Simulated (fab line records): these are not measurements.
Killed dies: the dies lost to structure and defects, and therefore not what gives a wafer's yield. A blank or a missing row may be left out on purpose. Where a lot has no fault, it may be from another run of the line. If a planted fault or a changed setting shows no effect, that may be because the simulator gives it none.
Which tool is to blame? | flow n5_finfet | 29 wafers from 10 lots sampled at 6 of the route's 1938 steps

## WHAT THE GAUGES SHOWED, per wafer
N5_FIN_SAQP_CD_MEAS_27: target cd 20 nm. Usual: cd_nm 20.33 nm, standard deviation 0.23.
lot  | measured    | on        | cd_nm (nm)        | flag
L338 | day 2 00:41 | cd_sem-02 | 20.27 20.16 20.48 |
L339 | day 2 05:54 | cd_sem-01 | 20.30 20.79 20.23 |
L344 | day 3 13:24 | cd_sem-01 | 20.74 19.80       |
L347 | day 4 07:35 | cd_sem-01 | 20.11 20.03 19.89 |
L348 | day 4 11:53 | cd_sem-03 | 20.33 20.02 20.07 |
L351 | day 5 06:29 | cd_sem-02 | - - -             | OFF
L352 | day 5 13:37 | cd_sem-02 | - - -             | OFF
L353 | day 5 17:34 | cd_sem-03 | - - -             | OFF
L360 | day 7 11:34 | cd_sem-02 | 19.99 20.35 19.89 |
L361 | day 7 17:51 | cd_sem-01 | 20.54 20.28 20.55 |

N5_BEOL_M4_RC_MEAS_101. Usual: DIBL_N 36.0 mV/V, standard deviation 1.6; DIBL_P 35.8 mV/V, standard deviation 2; IOFF_N 0.152 nA/um, standard deviation 0.03; IOFF_P 0.20 nA/um, standard deviation 0.031; ION_N 670 uA/um, standard deviation 12; ION_P 459 uA/um, standard deviation 7.4; SS_N 71.5 mV/dec, standard deviation 0.56; SS_P 73.2 mV/dec, standard deviation 0.64; VT_N 251 mV, standard deviation 3.5; VT_P -252 mV, standard deviation 3.3.
lot  | measured     | on        | DIBL_N (mV/V)  | DIBL_P (mV/V)  | IOFF_N (nA/um)    | IOFF_P (nA/um) | ION_N (uA/um) | ION_P (uA/um) | SS_N (mV/dec)  | SS_P (mV/dec)  | VT_N (mV)   | VT_P (mV)      | flag
L338 | day 9 08:02  | prober-02 | 36.5 36.4 35.1 | 36.9 36.1 35.6 | 0.170 0.159 0.143 | 0.23 0.22 0.22 | 681 664 675   | 467 457 469   | 72.2 72.2 72.0 | 73.9 73.9 73.2 | 246 251 252 | -247 -246 -246 |
L339 | day 9 11:49  | prober-02 | 36.7 36.7 33.5 | 35.8 35.5 31.3 | 0.154 0.141 0.101 | 0.20 0.19 0.15 | 674 657 650   | 462 454 450   | 72.0 71.0 71.0 | 73.0 73.0 72.1 | 251 254 255 | -253 -254 -256 |
L344 | day 10 23:28 | prober-02 | 36.8 34.7      | 37.0 35.1      | 0.170 0.134       | 0.20 0.18      | 665 667       | 449 457       | 71.2 71.4      | 73.4 73.4      | 247 253     | -253 -252      |
L347 | day 11 07:01 | prober-01 | 33.3 34.2 36.2 | 33.0 35.2 38.0 | 0.110 0.129 0.170 | 0.16 0.19 0.23 | 659 661 678   | 457 457 463   | 71.8 71.1 71.6 | 72.7 73.3 73.7 | 253 252 249 | -254 -252 -247 |
L348 | day 11 12:44 | prober-02 | 35.8 35.1 36.3 | 35.9 35.9 36.2 | 0.134 0.132 0.141 | 0.17 0.18 0.17 | 677 669 662   | 452 467 451   | 71.8 71.2 71.6 | 72.7 72.4 73.2 | 252 252 253 | -258 -256 -258 |
L360 | day 15 06:46 | prober-01 | 35.3 35.7 37.0 | 36.1 36.1 37.1 | 0.156 0.171 0.177 | 0.23 0.22 0.23 | 681 677 676   | 467 468 465   | 71.0 71.2 71.9 | 73.7 74.0 74.4 | 248 249 251 | -249 -250 -250 |
L361 | day 15 11:20 | prober-02 | 34.3 31.8 33.2 | 34.4 30.1 32.1 | 0.129 0.087 0.113 | 0.17 0.11 0.14 | 655 632 658   | 454 435 449   | 70.4 71.7 71.2 | 72.7 71.6 72.2 | 250 259 255 | -253 -261 -258 |

## WHAT TOOL EACH LOT RAN ON (gives the tool, then ch and the chambers of the sampled wafers, and finally the start)
lot  | N5_FIN_SAQP_MANDREL_ETCH_22     | N5_FIN_SAQP_RECESS_75             | N5_FIN_SAQP_SPACER1_ALD_24       | N5_FIN_SAQP_RECESS_63
L338 | rie_si-02 ch 0,2, day 1 22:56   | vapor_etch-02 ch 0,1, day 1 23:29 | ald_sin-02 ch 0,2,3, day 1 23:46 | vapor_etch-02 ch 0,1, day 2 01:04
L339 | rie_si-04 ch 1,2,3, day 2 04:10 | vapor_etch-01 ch 0,1, day 2 04:36 | ald_sin-01 ch 0,1, day 2 04:59   | vapor_etch-02 ch 0,1, day 2 06:10
L344 | rie_si-04 ch 0,3, day 3 10:22   | vapor_etch-01 ch 0,1, day 3 12:19 | ald_sin-02 ch 2,3, day 3 12:49   | vapor_etch-02 ch 0,1, day 3 13:53
L347 | rie_si-02 ch 0,1,2, day 4 04:37 | vapor_etch-01 ch 0,1, day 4 05:02 | ald_sin-02 ch 1,2,3, day 4 06:38 | vapor_etch-02 ch 0,1, day 4 07:51
L348 | rie_si-01 ch 1,2,3, day 4 10:10 | vapor_etch-01 ch 0,1, day 4 10:35 | ald_sin-01 ch 0,2, day 4 10:58   | vapor_etch-02 ch 0,1, day 4 12:09
L351 | rie_si-04 ch 0,1,2, day 5 04:46 | vapor_etch-02 ch 0,1, day 5 05:11 | ald_sin-01 ch 0,2,3, day 5 05:34 | vapor_etch-02 ch 0,1, day 5 06:44
L352 | rie_si-02 ch 1,2,3, day 5 11:47 | vapor_etch-01 ch 0,1, day 5 12:19 | ald_sin-02 ch 2,3, day 5 12:37   | vapor_etch-01 ch 0,1, day 5 14:00
L353 | rie_si-04 ch 2,3, day 5 15:50   | vapor_etch-02 ch 0,1, day 5 16:16 | ald_sin-02 ch 0,1,3, day 5 16:39 | vapor_etch-02 ch 0,1, day 5 17:50
L360 | rie_si-01 ch 0,1,2, day 7 09:46 | vapor_etch-02 ch 0,1, day 7 10:11 | ald_sin-02 ch 0,1,3, day 7 10:34 | vapor_etch-02 ch 0,1, day 7 11:50
L361 | rie_si-04 ch 0,1, day 7 16:08   | vapor_etch-02 ch 0,1, day 7 16:33 | ald_sin-02 ch 0,3, day 7 16:56   | vapor_etch-02 ch 0,1, day 7 18:07
- N5_FIN_SAQP_MANDREL_ETCH_22: etches a-Si in HBr/Cl2, stops on SiNx, target depth 60 nm, bt time 10 s, time 30 s.
- N5_FIN_SAQP_RECESS_75: chemistry HF/NH3, target SiO2, target depth 14.4 nm, afs cycles 3, sublimation time 60 s.
- N5_FIN_SAQP_SPACER1_ALD_24: deposits SiO2, target thk 20.3 nm, pulse time 1 s, purge time 2 s.
- N5_FIN_SAQP_RECESS_63: chemistry HF/NH3, target SiO2, target depth 18 nm, afs cycles 3, sublimation time 60 s.

## AS READ BY THE TOOLS THEMSELVES (means over the sampled wafers that have a number; for cases with no such wafer, the mark the record gives instead)
N5_FIN_SAQP_MANDREL_ETCH_22. Usual: drypump_motor_current_A 5.6 A, standard deviation 0.42; oes_product_au 0.768 a.u., standard deviation 0.016; throttle_valve_pct 35.29 %, standard deviation 0.28.
lot  | tool      | drypump_motor_current_A (A) | oes_product_au (a.u.) | throttle_valve_pct (%) | flag
L338 | rie_si-02 | 6.0                         | 0.756                 | 35.05                  |
L339 | rie_si-04 | 5.2                         | 0.781                 | 35.24                  |
L344 | rie_si-04 | 5.4                         | 0.768                 | 35.38                  |
L347 | rie_si-02 | 5.8                         | 0.765                 | 35.15                  |
L348 | rie_si-01 | 5.7                         | 0.776                 | 35.31                  |
L351 | rie_si-04 | 5.5                         | 0.778                 | 35.27                  |
L352 | rie_si-02 | 5.5                         | 0.763                 | 35.30                  |
L353 | rie_si-04 | 5.3                         | 0.786                 | 35.39                  |
L360 | rie_si-01 | 5.6                         | 0.768                 | 35.54                  |
L361 | rie_si-04 | 5.7                         | 0.761                 | 35.29                  |

N5_FIN_SAQP_RECESS_75. Usual: drypump_motor_current_A 5.8 A, standard deviation 0.48.
lot  | tool          | drypump_motor_current_A (A) | flag
L338 | vapor_etch-02 | 5.8                         |
L339 | vapor_etch-01 | 5.3                         |
L344 | vapor_etch-01 | 5.5                         |
L347 | vapor_etch-01 | 5.3                         |
L348 | vapor_etch-01 | 5.3                         |
L351 | vapor_etch-02 | 6.0                         |
L352 | vapor_etch-01 | 5.6                         |
L353 | vapor_etch-02 | 5.8                         |
L360 | vapor_etch-02 | 6.0                         |
L361 | vapor_etch-02 | 5.8                         |

N5_FIN_SAQP_SPACER1_ALD_24. Usual: chamber_pressure_Torr 1.999 Torr, standard deviation 0.0047; heater_power_w 487 W, standard deviation 40; precursor_pulse_height_rel 0.997, standard deviation 0.019.
lot  | tool       | chamber_pressure_Torr (Torr) | heater_power_w (W) | precursor_pulse_height_rel | flag
L338 | ald_sin-02 | 2.001                        | 501                | 0.988                      |
L339 | ald_sin-01 | 2.000                        | 442                | 0.992                      |
L344 | ald_sin-02 | 2.003                        | 525                | 1.012                      |
L347 | ald_sin-02 | 2.007                        | 526                | 0.999                      |
L348 | ald_sin-01 | 1.997                        | 448                | 0.990                      |
L351 | ald_sin-01 | -                            | -                  | -                          | OFF
L352 | ald_sin-02 | -                            | -                  | -                          | OFF
L353 | ald_sin-02 | -                            | -                  | -                          | OFF
L360 | ald_sin-02 | 1.999                        | 492                | 0.987                      |
L361 | ald_sin-02 | 1.999                        | 467                | 1.011                      |

N5_FIN_SAQP_RECESS_63. Usual: drypump_motor_current_A 5.8 A, standard deviation 0.48.
lot  | tool          | drypump_motor_current_A (A) | flag
L338 | vapor_etch-02 | 5.8                         |
L339 | vapor_etch-02 | 6.0                         |
L344 | vapor_etch-02 | 5.9                         |
L347 | vapor_etch-02 | 5.8                         |
L348 | vapor_etch-02 | 6.0                         |
L351 | vapor_etch-02 | 6.0                         |
L352 | vapor_etch-01 | 5.7                         |
L353 | vapor_etch-02 | 6.0                         |
L360 | vapor_etch-02 | 5.8                         |
L361 | vapor_etch-02 | 5.8                         |

## THE ANSWER, worked out from the rows above alone
Rule: take the mean of a lot's wafers that have a number; if it is more than 3 standard deviations from the usual mean, the lot is off. A lot without any number at a reading at which 4 lots or more have one is off too. Where the step has rows for the other lots, those lots are counted as sound. Order of review: gauges by route order, followed by the tools' own readings, for which a lot's mean as printed above is used. The first step at which some lot is off is used, and at that step the reading that is off furthest; a lot without a number counts as furthest.
Off, at N5_FIN_SAQP_CD_MEAS_27 on cd_nm: L351, L352, L353. Without a number there: L351, L352, L353.
A tool fits if, at a process step before that reading, it ran every lot that is off, and no sound lot after the first of them. Not tried: the gauges at N5_FIN_SAQP_CD_MEAS_27; whatever is off there is also off at N5_FIN_SAQP_SPACER1_ALD_24, on other tools, and gauge error can't account for it. None of those tried fits.

## WHAT WAS PUT IN BY THE SIMULATOR
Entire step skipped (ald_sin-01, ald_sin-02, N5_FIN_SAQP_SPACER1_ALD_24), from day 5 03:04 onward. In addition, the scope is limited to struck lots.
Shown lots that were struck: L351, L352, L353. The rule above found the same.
